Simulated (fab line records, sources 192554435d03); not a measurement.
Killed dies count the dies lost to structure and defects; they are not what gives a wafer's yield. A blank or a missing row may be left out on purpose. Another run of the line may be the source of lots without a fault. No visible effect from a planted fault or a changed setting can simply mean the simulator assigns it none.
fab line records | flow n5Finfet
record: lots: 13 wafers: 39 lastDay: 19
route steps=1938 shown BEOL_M10@1521 BEOL_M11@1560
lots untouched by any fault: they come from a run of this same line in which no faults occurred
startH: hours from the record's first day to the start of the lot's first wafer shown | waitH: hours since the lot's step before | " repeats the value in the row above | L1.1+2: one row covering several wafers at once | - value missing, or start not given | * or withheld: withheld | < > ~ a bound
route shown NAME@n: NAME is a module with steps in the file, n the number in the route of the first one | usual: average and standard deviation across the fault-free wafers | same: alike in all rows | chamber/n: place in a boat | sites: readings site by site | _std_site: how widely they spread, as a standard deviation | _edge_site: mean of outer sites minus mean of inner sites | radiusMm: for every site, how far away it sits from the centre of the wafer | mask NAME#n: copy n | behind: the most recent tool/chamber to have shaped the wafer | hold: why the lot went on hold/how many hours it stayed there/how the hold came to an end | device: transistor that didn't switch, given as n, p or np | end of line: tests run on the same wafers once the route is complete | a step with no rows: only its recipe | killed: not the wafer's yield, but the dies lost to structure and defects at the first sort | map: shows each die of a wafer: x if killed, . if not, _ if none is there
set.NAME: the setting as run; set.NAME@STEP: as run at that earlier step | model.NAME: the simulator's own value behind a step, which no gauge read
the route's steps for a sample of lots (tables are steps, rows are wafers)
services: when a tool's chamber went out of use (startH, in hours from the record's first day, below 0 if earlier), for how many hours, and the reason
== steps ==
step: N5_BEOL_M10_CURE_72
recipe: tempC: 370 timeS: 120 ambient: DMADMS/He material: SiCOH_lowk
usual: lampPowerPct: 52.32/0.052 wafer_temp_C_max: 371.9/0.84
columns lot.wafer tool chamber startH waitH lampPowerPct wafer_temp_C_max
L547.1 uvCure-01 1 262.85 0.1 52.32 371.4
L547.3 " 1 " " 52.39 371.6
L547.6 " 1 " " 52.24 371.4
L549.1 uvCure-01 1 276.48 0.0 52.28 371.6
L549.4 " 1 " " 52.39 372.4
L549.5 " 1 " " 52.32 371.5
L552.1 uvCure-03 2 302.03 0.0 52.31 371.3
L552.4 " 2 " " 52.33 371.6
L552.6 " 2 " " 52.27 371.2
L553.1 uvCure-02 2 315.56 0.0 52.30 371.7
L553.4 " 2 " " 52.35 371.6
L553.6 " 2 " " 52.29 371.5
L554.1 uvCure-03 1 321.90 0.0 52.36 372.6
L554.3 " 1 " " 52.26 373.3
L554.4 " 1 " " 52.30 372.9
L556.2 uvCure-01 2 334.68 0.1 52.33 371.7
L556.4 " 2 " " 52.29 371.6
L556.6 " 2 " " 52.36 371.7
L558.2 uvCure-01 0 338.24 0.1 52.36 372.4
L558.3 " 0 " " 52.28 371.4
L558.4 " 0 " " 52.25 372.0
L561.1 uvCure-03 0 372.25 0.2 52.32 372.9
L561.3 " 0 " " 52.29 372.6
L561.6 " 0 " " 52.38 372.1
L565.1 uvCure-02 2 385.53 0.0 52.29 370.7
L565.2 " 2 " " 52.36 371.2
L565.6 " 2 " " 52.37 370.8
L564.1 uvCure-03 2 390.78 0.0 52.23 371.3
L564.2 " 2 " " 52.34 371.6
L564.6 " 2 " " 52.23 371.8
L566.1 uvCure-02 0 397.20 0.0 52.20 372.0
L566.4 " 0 " " 52.33 372.0
L566.6 " 0 " " 52.26 372.0
L567.1 uvCure-03 1 403.18 0.0 52.36 373.2
L567.2 " 1 " " 52.38 373.5
L567.5 " 1 " " 52.32 372.9
L570.2 uvCure-03 0 411.48 0.1 52.24 371.8
L570.3 " 0 " " 52.28 372.1
L570.6 " 0 " " 52.35 372.2
step: N5_BEOL_M10_DEGAS_44
recipe: ambient: vacuum tempC: 250 timeS: 60
usual: heaterPowerW: 309/36
columns lot.wafer tool chamber startH waitH heaterPowerW
L547.1 pvdSputter-03 - 264.22 1.3 281
L547.3 " - " " 340
L547.6 " - " " 344
L549.1 pvdSputter-02 - 277.03 0.5 276
L549.4 " - " " 322
L549.5 " - " " 287
L552.1 pvdSputter-01 - 303.76 1.7 289
L552.4 " - " " 353
L552.6 " - " " 344
L553.1 pvdSputter-01 - 316.25 0.6 352
L553.4 " - " " 289
L553.6 " - " " 358
L554.1 pvdSputter-01 - 322.55 0.6 352
L554.3 " - " " 358
L554.4 " - " " 293
L556.2 pvdSputter-01 - 334.96 0.2 362
L556.4 " - " " 319
L556.6 " - " " 352
L558.2 pvdSputter-03 - 339.33 1.0 269
L558.3 " - " " 286
L558.4 " - " " 271
L561.1 pvdSputter-03 - 374.31 2.0 270
L561.3 " - " " 345
L561.6 " - " " 270
L565.1 pvdSputter-03 - 386.20 0.6 289
L565.2 " - " " 346
L565.6 " - " " 280
L564.1 pvdSputter-03 - 391.20 0.4 344
L564.2 " - " " 288
L564.6 " - " " 286
L566.1 pvdSputter-01 - 397.81 0.6 352
L566.4 " - " " 358
L566.6 " - " " 352
L567.1 pvdSputter-03 - 404.29 1.1 266
L567.2 " - " " 277
L567.5 " - " " 342
L570.2 pvdSputter-01 - 412.03 0.5 320
L570.3 " - " " 297
L570.6 " - " " 345
step: N5_BEOL_M10_PRE_CLEAN_45
recipe: gas: H2/He timeS: 30 tempC: 250
usual: heaterPowerW: 309/35
columns lot.wafer tool chamber startH waitH heaterPowerW
L547.1 pvdSputter-03 - 264.26 0.0 287
L547.3 " - " " 343
L547.6 " - " " 344
L549.1 pvdSputter-02 - 277.07 0.0 280
L549.4 " - " " 335
L549.5 " - " " 274
L552.1 pvdSputter-01 - 303.80 0.0 295
L552.4 " - " " 354
L552.6 " - " " 351
L553.1 pvdSputter-01 - 316.29 0.0 357
L553.4 " - " " 295
L553.6 " - " " 357
L554.1 pvdSputter-01 - 322.59 0.0 347
L554.3 " - " " 353
L554.4 " - " " 302
L556.2 pvdSputter-01 - 335.00 0.0 357
L556.4 " - " " 318
L556.6 " - " " 357
L558.2 pvdSputter-03 - 339.37 0.0 266
L558.3 " - " " 285
L558.4 " - " " 278
L561.1 pvdSputter-03 - 374.35 0.0 271
L561.3 " - " " 344
L561.6 " - " " 275
L565.1 pvdSputter-03 - 386.24 0.0 287
L565.2 " - " " 341
L565.6 " - " " 285
L564.1 pvdSputter-03 - 391.24 0.0 346
L564.2 " - " " 284
L564.6 " - " " 285
L566.1 pvdSputter-01 - 397.85 0.0 347
L566.4 " - " " 356
L566.6 " - " " 349
L567.1 pvdSputter-03 - 404.33 0.0 272
L567.2 " - " " 272
L567.5 " - " " 341
L570.2 pvdSputter-01 - 412.07 0.0 312
L570.3 " - " " 285
L570.6 " - " " 353
step: N5_BEOL_M11_COAT_63
recipe: resist: SOC tempC: 250 timeS: 60 spinRpm: 1500 resistThkNm: 100
usual: heaterPowerTotalW: 500.7/1.6 plateTempC: 250.00/0.16
columns lot.wafer tool chamber startH waitH heaterPowerTotalW plateTempC
L547.1 lithoTrack-03 0 270.75 0.9 501.6 250.04
L547.3 " 0 " " 502.3 250.13
L547.6 " 0 " " 502.1 250.13
L549.1 lithoTrack-04 0 282.32 0.0 500.2 249.76
L549.4 " 0 " " 500.7 249.82
L549.5 " 0 " " 502.9 250.21
L552.1 lithoTrack-04 0 308.47 0.0 501.9 249.80
L552.4 " 0 " " 500.5 249.66
L552.6 " 0 " " 497.7 249.55
L553.1 lithoTrack-02 0 320.75 0.5 498.3 249.96
L553.4 " 0 " " 502.7 249.89
L553.6 " 0 " " 502.0 249.95
L554.1 lithoTrack-02 0 329.71 2.2 501.2 249.99
L554.3 " 0 " " 501.3 249.82
L554.4 " 0 " " 499.0 250.05
L556.2 lithoTrack-02 0 341.90 2.3 500.4 249.82
L556.4 " 0 " " 499.2 250.10
L556.6 " 0 " " 499.1 249.80
L558.2 lithoTrack-02 0 347.25 2.9 514.5 256.49
L558.3 " 0 " " 517.7 256.45
L558.4 " 0 " " 519.9 256.42
L561.1 lithoTrack-02 0 381.78 2.1 515.0 256.74
L561.3 " 0 " " 517.7 256.55
L561.6 " 0 " " 516.4 256.67
L565.1 lithoTrack-03 0 395.36 3.1 503.1 250.05
L565.2 " 0 " " 499.3 250.29
L565.6 " 0 " " 500.6 250.14
L564.1 lithoTrack-04 0 396.50 0.1 502.9 250.37
L564.2 " 0 " " 503.2 250.35
L564.6 " 0 " " 497.7 250.22
L566.1 lithoTrack-04 0 403.24 1.0 499.1 249.94
L566.4 " 0 " " 502.2 249.89
L566.6 " 0 " " 498.7 249.81
L567.1 lithoTrack-04 0 410.79 1.1 501.9 250.15
L567.2 " 0 " " 502.1 250.03
L567.5 " 0 " " 499.9 250.06
L570.2 lithoTrack-04 0 421.00 2.8 497.9 250.13
L570.3 " 0 " " 502.0 249.99
L570.6 " 0 " " 502.7 250.01
== services ==
columns tool chamber startH hours kind
uvCure-03 - 259.69 0.6 repair
uvCure-03 - 261.86 7.1 pm
lithoTrack-03 - 272.45 - consumableReplace:filter
uvCure-03 - 339.40 2.8 pm
uvCure-02 - 343.51 0.6 repair
uvCure-02 - 370.71 6.0 pm
lithoTrack-03 - 373.28 - consumableReplace:filter
pvdSputter-02 - 382.94 2.5 repair
lithoTrack-03 - 385.02 - consumableReplace:filter
== key ==
firstSign: step: N5_BEOL_M11_COAT_63 reading: plateTempC direction: up sigmas: 41 usual: * struck: *
effect: step: N5_BEOL_M11_COAT_63 reading: heaterPowerTotalW direction: up sigmas: 9.9 usual: * struck: *
metAt N5_BEOL_M11_COAT_63
struckLots L558,L561
rowsEnd L558.2,L558.3,L558.4
notActingAt N5_BEOL_M10_CURE_72,N5_BEOL_M10_DEGAS_44,N5_BEOL_M10_PRE_CLEAN_45
onsetBetween 341.90 347.25
fault: kind: processParameterDrift tool: lithoTrack-02 chamber: - onsetH: 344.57 steps: N5_BEOL_M11_COAT_63 channel: tempC offset: * shape: step actsIn: * stated: *
rowsEnd: these wafers met a further fault down the route, and their rows from its step on are left out
